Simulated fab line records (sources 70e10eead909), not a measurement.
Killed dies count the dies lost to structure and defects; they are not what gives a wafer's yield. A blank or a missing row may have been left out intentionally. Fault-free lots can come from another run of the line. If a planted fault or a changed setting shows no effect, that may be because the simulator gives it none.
Which tool did it?	flow nand harc	Sampling: 7 lots, 21 wafers, 3 of 1159 route steps

## WHAT THE GAUGES SHOWED, per wafer
NHARC_A_ONON_D1_THK_MEAS_18: measures by ellipsometry.
lot	measured	on	thk nm (nm)
L220	day 8 14:56	film metro-01	1001 1003 1001
L221	day 8 20:04	film metro-02	1003 1005 1004
L224	day 9 07:10	film metro-01	999 1000 998
L233	day 12 01:50	film metro-02	1008 1008 1009
L235	day 12 02:09	film metro-02	994 993 991
L238	day 13 01:44	film metro-02	1011 1012 1013
L239	day 13 02:05	film metro-01	989 988 989

## WHAT TOOL EACH LOT RAN ON (gives the tool, then ch and the chambers of the sampled wafers, and finally the start)
lot	NHARC_P_BONDPAD_ETCH_37	NHARC_P_BONDPAD_CMP_19
L220	rie diel-08 ch 1,3, day 7 03:06	cmp-01 ch 1,2,3, day 7 05:02
L221	rie diel-04 ch 0,1,2, day 7 08:40	cmp-03 ch 1,3, day 7 10:45
L224	rie diel-04 ch 1,2,3, day 7 18:05	cmp-03 ch 0,3, day 7 20:03
L233	rie diel-04 ch 0,2, day 10 11:30	cmp-01 ch 1,3, day 10 14:04
L235	rie diel-08 ch 0,1,3, day 10 17:16	cmp-01 ch 0,3, day 10 19:13
L238	rie diel-04 ch 0,1,3, day 11 06:43	cmp-03 ch 0,1,3, day 11 08:40
L239	rie diel-04 ch 0,1,3, day 11 16:16	cmp-04 ch 0,2,3, day 11 18:17
- NHARC_P_BONDPAD_ETCH_37: etches the open film in N2/H2, target depth 60 nm, overetch 18 nm, time 65.91 s.
- NHARC_P_BONDPAD_CMP_19: polishes, t overpolish 30 s, cu recess touch 16 s, target thk 160.81 nm.

## THE ANSWER, worked out from the rows above alone
Rule: usual is defined by the lots themselves. Put in order of their means at a reading, lots are off if they are a third of the lots or fewer, leave a main group of 4 or more, and stand apart from it by a gap of 3 or more times the standard deviation of the main group's means; of several such gaps the widest counts. A main group is skipped when, at the precision printed for the reading in the tables above, its means are all equal. A lot without any number at a reading at which 4 lots or more have one is off too. Where the step has rows for the other lots, those lots are counted as sound.
No lot is off at any reading shown: from this, nothing can be told.

## WHAT THE SIMULATOR HAD INSERTED
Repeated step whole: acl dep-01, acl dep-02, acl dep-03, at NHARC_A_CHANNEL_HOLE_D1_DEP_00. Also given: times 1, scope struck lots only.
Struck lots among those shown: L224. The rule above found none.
